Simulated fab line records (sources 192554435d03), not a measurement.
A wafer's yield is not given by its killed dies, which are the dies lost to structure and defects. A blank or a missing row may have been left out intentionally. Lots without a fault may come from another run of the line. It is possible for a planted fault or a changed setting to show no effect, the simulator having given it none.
Matching of chambers | flow n5_finfet | N5_HKMG_FIN_ETCH_58 on rie_diel-04 has 4 sister chambers
The step etches SOC in N2/H2, target depth 215.8 nm, time 741 s. 4 wafers are shown with their chamber, then 10 later ones without.

## EACH WAFER AND ITS CHAMBER
wafer  | chamber | drypump_motor_current_A (A)
L081.6 | 0       | 6.4
L083.1 | 1       | 5.3
L086.1 | 3       | 6.5
L086.4 | 2       | 5.4

## WAFERS WITHOUT THEIR CHAMBER
wafer  | drypump_motor_current_A (A)
L086.6 | 6.4
L091.1 | 6.5
L091.4 | 5.5
L091.6 | 5.4
L096.1 | 5.4
L096.2 | 5.3
L096.3 | 6.4
L094.1 | 6.4
L094.4 | 5.4
L094.5 | 5.3

## THE CHAMBER EACH PASSED THROUGH
wafer  | from the rows above | in truth
L086.6 | 0                   | 0
L091.1 | 3                   | 3
L091.4 | 2                   | 2
L091.6 | 2                   | 2
L096.1 | 2                   | 2
L096.2 | 1                   | 1
L096.3 | 0                   | 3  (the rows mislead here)
L094.1 | 0                   | 0
L094.4 | 2                   | 2
L094.5 | 1                   | 1
Correctly placed: 9 of 10. Left unplaced by these rows: 0. 1 placed wrongly.
How it was worked out, from the rows above alone: a wafer's distance from a chamber is the root of the sum, over the readings, of the square of ((its reading less the chamber's mean) divided by the reading's scatter). If the next closest chamber is less than 2 further off than the closest, the wafer can't be placed; otherwise it belongs to the closest. A chamber's mean is the mean of its shown wafers. The scatter: with one shown wafer a chamber, the root of the mean of the squares of how far each hidden wafer lies from its nearest shown one.
